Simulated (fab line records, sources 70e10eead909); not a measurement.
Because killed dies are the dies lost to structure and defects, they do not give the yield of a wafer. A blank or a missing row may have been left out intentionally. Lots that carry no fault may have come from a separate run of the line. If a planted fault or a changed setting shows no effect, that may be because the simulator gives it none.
A lot that was struck, set against a sound lot | flow nandHarc | 15 out of 1159 route steps
Sound: these wafers, L774.1, L774.3, L774.6. Wafers struck: L785.3, L785.4, L785.6. The cause is given at the end.
At each step with rows: each side's tool, then ch and its chambers, then its first start. Under that, the readings that differ: sound wafers | struck wafers | difference of the means | sigmas: that difference in standard deviations of wafers without a fault.
alike: readings whose means differ by less than 2 such deviations, and words and numbers that are the same on both sides. not compared: withheld readings, readings that some wafer has no value for, bounds like >300 that may hide the same value, and numbers for which the record gives no deviation and whose values overlap.
Wherever a step has rows on one side only, a row that says differs or no value, or a row with sigmas, the two part there. Numbers that don't overlap but have no deviation are shown without sigmas and don't part them. A reading that every wafer of one side lacks parts them only if that side has two wafers or more.

first, 4 steps without rows for these wafers: NHARC_P_BONDPAD_EBR_05; NHARC_P_BONDPAD_EXPOSE_06 (exposes mask P BPAD); NHARC_P_BONDPAD_PEB_07 (peb time 80 s); NHARC_P_BONDPAD_DEVELOP_08 (time 50 s).
NHARC_P_BONDPAD_CD_MEAS_09: target cd 500 nm.
  sound on cdSem-03 ch 0, day 8 07:30; struck on cdSem-02 ch 0, day 10 20:14
  alike: cdNm
NHARC_P_BONDPAD_OVL_MEAS_38:
  struck on overlay-01, day 10 20:20; sound on overlay-02, day 8 07:35
  alike: overlayXNm, overlayYNm
then, 1 step without rows for these wafers: NHARC_P_BONDPAD_HARDBAKE_10 (time 65 s).
NHARC_P_BONDPAD_DESCUM_11: chemistry O2, time 3 s.
  sound on rieDiel-01 ch 0,1,2, day 8 07:44; struck on rieDiel-01 ch 0,1, day 10 20:27
reading              | sound                | struck               | difference | sigmas
throttleValvePct (%) | 11.309 11.298 11.303 | 11.310 11.339 11.327 | +0.022     | +2
  alike: drypumpMotorCurrentA, oesProductAu, rfVppV, showerheadPlenumPTorr
  not compared: rfHoursCounterH
NHARC_P_BONDPAD_ETCH_37: etches the open film in N2/H2, target depth 60 nm, overetch 18 nm, time 65.91 s.
  sound on rieDiel-01 ch 1,3, day 8 07:50; struck on rieDiel-01 ch 0,1,2, day 10 20:32
  alike: biasW, drypumpMotorCurrentA, oesProductAu, rfFwdPowerW, rfVppV, showerheadPlenumPTorr, throttleValvePct
  not compared: rfHoursCounterH
NHARC_P_BONDPAD_ETCH_12: etches the open film in CHF3/O2, target depth 200 nm, time 100 s.
  sound: rieDiel-01 ch 0,2; struck: rieDiel-01 ch 2,3
  alike: biasW, drypumpMotorCurrentA, oesProductAu, rfFwdPowerW, rfVppV, showerheadPlenumPTorr, throttleValvePct
  not compared: rfHoursCounterH
NHARC_P_BONDPAD_CD_MEAS_13:
  struck on cdSem-03, day 10 20:46; sound on cdSem-01, day 8 08:04
  alike: cdNm
NHARC_P_BONDPAD_STRIP_15: strips in O2.
  sound on rieDiel-01 ch 0,1,3, day 8 08:08; struck on rieDiel-01 ch 0,1,2, day 10 20:52
  alike: drypumpMotorCurrentA, oesProductAu, rfVppV, showerheadPlenumPTorr, throttleValvePct
  not compared: rfHoursCounterH
NHARC_P_BONDPAD_ETCH_24: etches the open film in CF4/N2, target depth 30 nm, time 72.99 s.
  sound on rieDiel-01 ch 0,2,3, day 8 08:17; struck on rieDiel-01 ch 1,3, day 10 21:00
reading             | sound             | struck            | difference | sigmas
oesProductAu (a.u.) | 1.013 0.996 0.986 | 0.749 0.756 0.743 | -0.249     | -25
rfFwdPowerW (W)     | 296.2 296.8 299.8 | 178.6 176.9 178.9 | -119.5     | -99 or more
  alike: biasW, cf4FlowSccm, drypumpMotorCurrentA, rfVppV, showerheadPlenumPTorr, throttleValvePct
  not compared: rfHoursCounterH
then, 1 step without rows for these wafers: NHARC_P_BONDPAD_STRIP_16 (strips in post etch residue remover, time 600 s).
-- break in the record here, with 13 days between the starts of the struck wafers on either side (left off in module P_BONDPAD, picked up again in module END, where the first step shown is number 1159 on the route) --
NHARC_END_SORT_01:
  sound on prober-01 ch 0, day 20 16:08; struck on prober-01 ch 0, day 24 01:21
reading                | sound          | struck         | difference | sigmas
defectLimitedYield (%) | 95.6 94.2 94.7 | 0 0 0          | -95        | -59
killedAtOther          | 5 3 2          | 0 0 0          | -3         | -3
killedAtPeriphery      | 2 7 4          | 638 638 630    | +631       | +99 or more
killedDies             | 30 39 36       | 677 677 677    | +642       | +58
sort_bin_2_pct (%)     | 1.6 1.2 1.6    | 95.7 95.6 94.7 | +93.9      | +99 or more
sortNPass              | 647 638 641    | 0 0 0          | -642       | -58
sortRimYieldPct (%)    | 97.2 97.2 96.2 | 0 0 0          | -97        | -36
sortYieldPct (%)       | 95.6 94.2 94.7 | 0 0 0          | -95        | -59
  alike: killedAtArray, killedOpen, killedShort, sort_bin_3_pct, sort_bin_4_pct

WHERE THEY PART
Last at NHARC_END_SORT_01 as far as this record goes, first at NHARC_P_BONDPAD_DESCUM_11.

WHY: whatever the simulator had introduced
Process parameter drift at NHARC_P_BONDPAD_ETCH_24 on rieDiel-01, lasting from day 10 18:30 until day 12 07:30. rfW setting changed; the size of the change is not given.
